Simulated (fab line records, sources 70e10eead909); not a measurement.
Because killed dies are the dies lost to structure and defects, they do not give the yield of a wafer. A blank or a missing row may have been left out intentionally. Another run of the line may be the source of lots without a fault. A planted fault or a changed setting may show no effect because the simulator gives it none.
Which of the tools did it? ; flow nand_harc ; 12 lots with 36 wafers sampled at 6 steps, on a route of 1159 steps

== WHAT THE GAUGES SHOWED, per wafer ==
NHARC_P_GATE_CD_MEAS_59 targets a cd of 720 nm. Usual: cd_nm at 719.8 nm, with a standard deviation of 2.1.
lot;measured;on;cd_nm (nm);flag
L643;day 4 23:21;cd_sem-01;719.3 721.8 724.3;
L645;day 5 17:38;cd_sem-03;720.2 719.6 719.3;
L649;day 6 22:35;cd_sem-02;719.2 719.7 722.2;
L650;day 7 01:22;cd_sem-03;718.6 720.0 721.7;
L651;day 7 08:48;cd_sem-01;- - -;OFF
L659;day 9 11:17;cd_sem-02;721.1 721.1 718.9;
L660;day 9 15:38;cd_sem-02;717.4 719.1 717.5;
L662;day 10 06:23;cd_sem-03;719.2 717.0 720.3;
L664;day 10 06:52;cd_sem-01;717.4 716.7 720.2;
L663;day 10 07:02;cd_sem-03;718.4 723.1 722.5;
L665;day 10 16:37;cd_sem-02;720.1 724.2 720.7;
L666;day 10 22:17;cd_sem-01;723.7 720.0 718.8;

NHARC_END_SORT_01. Usual: killed_at_array 30, standard deviation 10; killed_at_other 0.5, standard deviation 0.82; killed_at_periphery 2.9, standard deviation 2; killed_dies 34, standard deviation 11; killed_open 3.2, standard deviation 1.8; killed_short 2.0, standard deviation 1.4.
lot;measured;on;killed_at_array;killed_at_other;killed_at_periphery;killed_dies;killed_open;killed_short;flag
L643;day 19 18:32;prober-01;32 31 29;0 0 0;2 2 3;34 33 32;1 2 2;2 4 5;
L645;day 20 10:50;prober-02;14 18 10;0 0 0;0 2 1;14 20 11;6 4 4;0 1 1;
L649;day 21 02:38;prober-01;25 27 24;1 5 1;4 11 10;30 43 35;4 5 3;2 1 0;
L650;day 21 01:56;prober-02;33 33 37;0 0 0;3 0 4;36 33 41;3 3 4;1 1 0;
L651;day 21 22:35;prober-02;31 32 28;2 2 1;644 643 648;677 677 677;4 3 3;1 0 1;OFF
L659;day 24 08:30;prober-02;35 30 46;1 3 1;2 2 3;38 35 50;2 3 5;1 4 7;
L660;day 24 15:31;prober-02;37 36 40;0 0 1;6 4 2;43 40 43;5 2 6;3 2 2;
L662;day 24 14:22;prober-01;49 50 43;0 0 0;5 9 2;54 59 45;6 4 3;4 1 1;
L664;day 24 23:18;prober-02;50 41 49;0 0 1;2 1 3;52 42 53;1 1 5;0 2 2;
L663;day 24 22:11;prober-01;29 15 28;1 1 0;1 3 5;31 19 33;4 3 1;4 1 1;
L665;day 25 15:50;prober-02;33 40 40;0 0 1;3 0 0;36 40 41;3 2 1;2 2 2;
L666;day 25 06:50;prober-01;18 21 13;0 0 1;3 5 2;21 26 16;4 5 3;4 2 1;

== WHICH TOOL RAN EACH LOT (tool, then ch and the chambers of the sampled wafers, then the start) ==
lot;NHARC_P_GATE_DESCUM_48;NHARC_P_GATE_STRIP_111;NHARC_P_GATE_STRIP_75;NHARC_P_GATE_EXPOSE_56
L643;rie_diel-10 ch 1,2, day 4 21:43;plasma_asher-01 ch 0, day 4 22:08;plasma_asher-01 ch 0, day 4 22:26;krf_scanner-04 ch 0, day 4 23:12
L645;rie_diel-07 ch 0,2, day 5 15:59;plasma_asher-01 ch 0,1, day 5 16:25;plasma_asher-01 ch 0,1, day 5 16:43;krf_scanner-01 ch 0, day 5 17:29
L649;rie_diel-07 ch 0,2,3, day 6 21:08;plasma_asher-01 ch 0, day 6 21:31;plasma_asher-01 ch 0, day 6 21:47;krf_scanner-03 ch 0, day 6 22:26
L650;rie_diel-07 ch 1,3, day 6 23:46;plasma_asher-01 ch 0,1, day 7 00:11;plasma_asher-01 ch 0,1, day 7 00:27;krf_scanner-04 ch 0, day 7 01:12
L651;rie_diel-09 ch 1,2,3, day 7 07:14;plasma_asher-02 ch 0,1, day 7 07:37;plasma_asher-02 ch 0,1, day 7 07:53;krf_scanner-03 ch 0, day 7 08:39
L659;rie_diel-10 ch 1,2,3, day 9 09:40;plasma_asher-02 ch 0,1, day 9 10:03;plasma_asher-02 ch 0,1, day 9 10:21;krf_scanner-03 ch 0, day 9 11:08
L660;rie_diel-07 ch 0,1,3, day 9 14:09;plasma_asher-02 ch 0,1, day 9 14:31;plasma_asher-02 ch 0,1, day 9 14:49;krf_scanner-03 ch 0, day 9 15:28
L662;rie_diel-07 ch 0,2,3, day 10 04:56;plasma_asher-02 ch 0,1, day 10 05:19;plasma_asher-02 ch 0,1, day 10 05:35;krf_scanner-04 ch 0, day 10 06:13
L664;rie_diel-07 ch 0,1,3, day 10 05:17;plasma_asher-01 ch 0,1, day 10 05:41;plasma_asher-01 ch 0,1, day 10 05:57;krf_scanner-03 ch 0, day 10 06:43
L663;rie_diel-07 ch 0,1,3, day 10 05:26;plasma_asher-02 ch 0,1, day 10 05:48;plasma_asher-02 ch 0,1, day 10 06:05;krf_scanner-04 ch 0, day 10 06:53
L665;rie_diel-10 ch 1,2,3, day 10 15:03;plasma_asher-01 ch 0,1, day 10 15:23;plasma_asher-01 ch 0,1, day 10 15:41;krf_scanner-01 ch 0, day 10 16:28
L666;rie_diel-09 ch 1,3, day 10 20:49;plasma_asher-02 ch 0,1, day 10 21:11;plasma_asher-02 ch 0,1, day 10 21:29;krf_scanner-01 ch 0, day 10 22:08
- NHARC_P_GATE_DESCUM_48: chemistry O2, time 3 s.
- NHARC_P_GATE_STRIP_111: strips in N2/H2, time 250 s.
- NHARC_P_GATE_STRIP_75: strips in O2.
- NHARC_P_GATE_EXPOSE_56: exposes mask P PSD, target cd 720 nm.

== AS READ BY THE TOOLS THEMSELVES (means over the sampled wafers that have a number; for cases with no such wafer, the mark the record gives instead) ==
NHARC_P_GATE_DESCUM_48. Usual: drypump_motor_current_A 6.0 A, standard deviation 0.43; oes_product_au 0.995 a.u., standard deviation 0.011; rf_vpp_V 57.9 V, standard deviation 0.98; showerhead_plenum_p_Torr 1.93 Torr, standard deviation 0.085; throttle_valve_pct 11.311 %, standard deviation 0.0093.
lot;tool;drypump_motor_current_A (A);oes_product_au (a.u.);rf_vpp_V (V);showerhead_plenum_p_Torr (Torr);throttle_valve_pct (%);flag
L643;rie_diel-10;6.0;0.990;57.9;1.90;11.308;
L645;rie_diel-07;5.8;1.004;57.4;1.88;11.302;
L649;rie_diel-07;5.9;0.998;57.3;1.92;11.303;
L650;rie_diel-07;6.1;1.004;57.3;1.92;11.312;
L651;rie_diel-09;5.5;1.001;59.7;2.02;11.314;
L659;rie_diel-10;5.8;0.994;59.4;2.03;11.304;
L660;rie_diel-07;6.2;0.989;58.0;1.94;11.315;
L662;rie_diel-07;6.0;0.993;57.7;1.91;11.305;
L664;rie_diel-07;6.1;0.996;57.3;1.94;11.313;
L663;rie_diel-07;6.2;0.996;57.8;1.94;11.312;
L665;rie_diel-10;5.8;0.994;58.4;2.03;11.314;
L666;rie_diel-09;5.5;0.999;58.1;1.96;11.308;

NHARC_P_GATE_STRIP_111. Usual: drypump_motor_current_A 5.6 A, standard deviation 0.35; heater_power_w 86 W, standard deviation 7.6.
lot;tool;drypump_motor_current_A (A);heater_power_w (W);flag
L643;plasma_asher-01;5.4;99;
L645;plasma_asher-01;5.8;86;
L649;plasma_asher-01;5.3;94;
L650;plasma_asher-01;5.9;85;
L651;plasma_asher-02;5.4;84;
L659;plasma_asher-02;5.5;81;
L660;plasma_asher-02;5.4;85;
L662;plasma_asher-02;5.5;83;
L664;plasma_asher-01;5.9;84;
L663;plasma_asher-02;5.6;83;
L665;plasma_asher-01;5.6;89;
L666;plasma_asher-02;5.4;86;

NHARC_P_GATE_STRIP_75. Usual: drypump_motor_current_A 5.6 A, standard deviation 0.35; heater_power_w 322 W, standard deviation 30.
lot;tool;drypump_motor_current_A (A);heater_power_w (W);flag
L643;plasma_asher-01;5.3;375;
L645;plasma_asher-01;5.9;317;
L649;plasma_asher-01;5.4;356;
L650;plasma_asher-01;5.8;314;
L651;plasma_asher-02;5.3;307;
L659;plasma_asher-02;5.5;305;
L660;plasma_asher-02;5.4;323;
L662;plasma_asher-02;5.5;310;
L664;plasma_asher-01;5.9;318;
L663;plasma_asher-02;5.5;311;
L665;plasma_asher-01;5.6;336;
L666;plasma_asher-02;5.4;329;

== THE ANSWER, worked out from the rows above alone ==
Rule: a lot counts as off when the mean over its wafers that have a number is more than 3 standard deviations away from the usual mean. Also off: a lot with no number at a reading for which 4 or more lots have one. Where the step has rows for the other lots, those lots are counted as sound. Order of review: gauges by route order, followed by the tools' own readings, for which a lot's mean as printed above is used. The first step at which some lot is off is used, and at that step the reading that is off furthest; a lot without a number counts as furthest.
Off: L651 (NHARC_P_GATE_CD_MEAS_59, cd_nm). Without a number there: L651.
A tool fits if, at a process step before that reading, it ran every lot that is off, and no sound lot after the first of them. The gauges at NHARC_P_GATE_CD_MEAS_59 aren't tried: what is off there is off at NHARC_END_SORT_01 too, on other tools, and a gauge's error can't cause that. Of those tried, none fits.

== WHAT THE SIMULATOR HAD INSERTED ==
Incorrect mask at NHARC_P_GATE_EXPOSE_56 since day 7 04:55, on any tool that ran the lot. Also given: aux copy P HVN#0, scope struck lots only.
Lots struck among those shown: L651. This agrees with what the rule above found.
